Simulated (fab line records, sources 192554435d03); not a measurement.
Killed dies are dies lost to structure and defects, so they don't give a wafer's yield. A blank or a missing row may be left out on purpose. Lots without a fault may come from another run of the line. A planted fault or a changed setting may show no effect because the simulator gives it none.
Problem report in the 8D (eight disciplines) form, filled by code | flow n5_finfet | the parts of the form that need people (team, actions taken, sign-off) are left out

1. THE PROBLEM
spin_speed_rpm at N5_BEOL_M5_COAT_74 reads a mean of 1666.7 rpm on 9 wafers of 3 lots; wafers without a fault read 1500.1 rpm with a standard deviation of 0.82. That is +99 or more standard deviations from the usual mean.
The step: time 60 s, resist thk 5 nm.
First seen on wafer L164.1, day 12 03:59, on litho_track-02. The record holds 27 wafers of 9 lots with a number at this step. Rule for "out", or "out of limits": more than 4 standard deviations from the usual mean. The other wafers with a number count as sound.

2. WHAT IT IS AND WHAT IT IS NOT
question                    | is                     | is not
which readings at this step | spin_speed_rpm         | exhaust_pa
which lots                  | L164, L166, L167       | L149, L157, L160, L170, L171, L172
which wafers of those lots  | all that have a number | -
read on which tools         | litho_track-02         | litho_track-01, litho_track-05
when                        | from day 12 03:59      | up to then (9 sound wafers); but 9 sound wafers of L170, L171, L172 came after

3. SUSPECTS, AND WHAT RULES EACH OUT
Counting: a tool at a process step up to the reading stays a suspect if it ran every lot that is out and no sound lot after the first of them.
- litho_track-02 at N5_BEOL_M5_COAT_74 (time 60 s, resist thk 5 nm): kept. It ran every lot that is out, first L164 (day 12 03:59), and no sound lot after that; its last sound lot up to then is L160 (day 10 22:12). Its own readings are out on those wafers: spin_speed_rpm.
Left after counting: litho_track-02 at N5_BEOL_M5_COAT_74.

4. THE CAUSE (what the simulator had put in)
Process parameter drift: litho_track-02, from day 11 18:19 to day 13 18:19, at N5_BEOL_M5_COAT_74. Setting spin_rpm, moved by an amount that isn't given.
Counting left only this tool.

5. THE CHAIN OF EFFECTS, in route order
Each row: a reading whose mean over the struck wafers that have a number lies more than 3 standard deviations from the usual. Only readings for which the record gives a usual standard deviation are gone through. hours: the time from each lot's start at the first step in this table that gives one to its start at this step, as a median over the lots. sigmas: the change in usual standard deviations.
hours | step               | reading        | usual      | on struck wafers | change | sigmas
0     | N5_BEOL_M5_COAT_74 | spin_speed_rpm | 1500.1 rpm | 1666.7           | +166.6 | +99 or more
The process steps in it:
- N5_BEOL_M5_COAT_74: time 60 s, resist thk 5 nm.
Later measuring or inspecting steps at which every struck wafer that the step has a row for has a number for every such reading, and none has moved that far: N5_BEOL_M5_INSPECT_30.

6. WHAT WOULD HAVE CAUGHT IT SOONER
In this record the first reading out of limits was taken at day 12 03:59, 10 hours after the fault began at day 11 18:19.
